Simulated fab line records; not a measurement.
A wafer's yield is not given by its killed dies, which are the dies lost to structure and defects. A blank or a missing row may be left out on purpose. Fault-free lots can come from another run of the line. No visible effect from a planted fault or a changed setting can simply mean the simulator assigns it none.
Struck lot and sound lot, side by side	flow n5-finfet	14 out of 1938 route steps
Sound: these wafers, L974.2, L974.3, L974.6. The struck wafers were L981.4, L981.5. The cause is named last.
Per side, at each step with rows, come the tool, then ch with its chambers, and then its first start. Under that, the readings that differ: sound wafers	struck wafers	difference of the means	sigmas: that difference in standard deviations of wafers without a fault.
alike: readings with means less than 2 such deviations apart, plus words and numbers identical on both sides. not compared: withheld readings, readings lacking a value on some wafer, bounds such as >300 that could conceal the same value, and numbers that have no deviation in the record and whose values overlap.
The two part at a step that has a row with sigmas, a row that says differs or no value, or rows on one side only. Non-overlapping numbers with no deviation appear without sigmas and do not part them. Lack of a reading on every wafer of one side parts them only where that side has two or more wafers.

first, 8 steps without rows for these wafers: N5_BEOL_M9_COAT_64 (time 60 s, resist thk 12 nm); N5_BEOL_M9_COAT_75 (time 60 s, resist thk 5 nm); N5_BEOL_M9_COAT_22 (resist thk 30 nm); N5_BEOL_M9_EBR_24; N5_BEOL_M9_SOFTBAKE_23 (time 60 s); N5_BEOL_M9_EXPOSE_25 (exposes mask V8); N5_BEOL_M9_PEB_26 (peb time 60 s); N5_BEOL_M9_DEVELOP_27 (develop time 30 s).
N5_BEOL_M9_CD_MEAS_28: the cd target is 70 nm.
  sound on cd-sem-01 ch 0, day 12 19:23; struck on cd-sem-03 ch 0, day 15 14:43
  alike: cd-nm
N5_BEOL_M9_OVL_MEAS_29:
  sound on overlay-01 ch 0, day 12 19:25; struck on overlay-01 ch 0, day 15 14:46
  alike: V8_OVL
N5_BEOL_M9_INSPECT_30: inspects for defects (brightfield).
  sound on defect-inspect-02, day 12 19:29; struck on defect-inspect-01, day 15 14:48
  alike: raw-defect-count
N5_BEOL_M9_DESCUM_33: chemistry O2, time 7 s.
  sound on rie-diel-03 ch 0,3, day 12 19:31; struck on rie-diel-01 ch 0,1, day 15 15:07
  alike: drypump-motor-current-A, oes-product-au, rf-vpp-V, showerhead-plenum-p-Torr, temp-c, throttle-valve-pct
  not compared: rf-hours-counter-h
N5_BEOL_M9_ETCH_76: etches underlayer in N2/H2, target depth 6.5 nm, time 5.2 s.
  sound on rie-diel-03 ch 0,3, day 12 19:33; struck on rie-diel-01 ch 0,1, day 15 15:09
reading	sound	struck	difference	sigmas
etch-rf-on-time-s (s)	5.12 5.52 5.16	3.53 3.30	-1.85	-15
oes-product-au (a.u.)	0.61 0.63 0.61	0.74 0.86	+0.18	+4
  alike: drypump-motor-current-A, rf-vpp-V, showerhead-plenum-p-Torr, throttle-valve-pct
  not compared: rf-hours-counter-h
N5_BEOL_M9_ETCH_65: etches SiARC in CF4, target depth 15.6 nm, time 26 s.
  sound on rie-diel-03 ch 0,3, day 12 19:34; struck on rie-diel-01 ch 0,1, day 15 15:10
  alike: drypump-motor-current-A, etch-rf-on-time-s, oes-product-au, rf-vpp-V, showerhead-plenum-p-Torr, throttle-valve-pct
  not compared: rf-hours-counter-h

== WHERE THEY PART ==
N5_BEOL_M9_ETCH_76 only, going by this record. Later steps at which nothing parts them and some readings are alike: N5_BEOL_M9_ETCH_65.

WHY: what had been put in by the simulator
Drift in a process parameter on rie-diel-01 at N5_BEOL_M9_ETCH_76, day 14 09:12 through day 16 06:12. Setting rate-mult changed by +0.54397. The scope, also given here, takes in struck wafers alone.
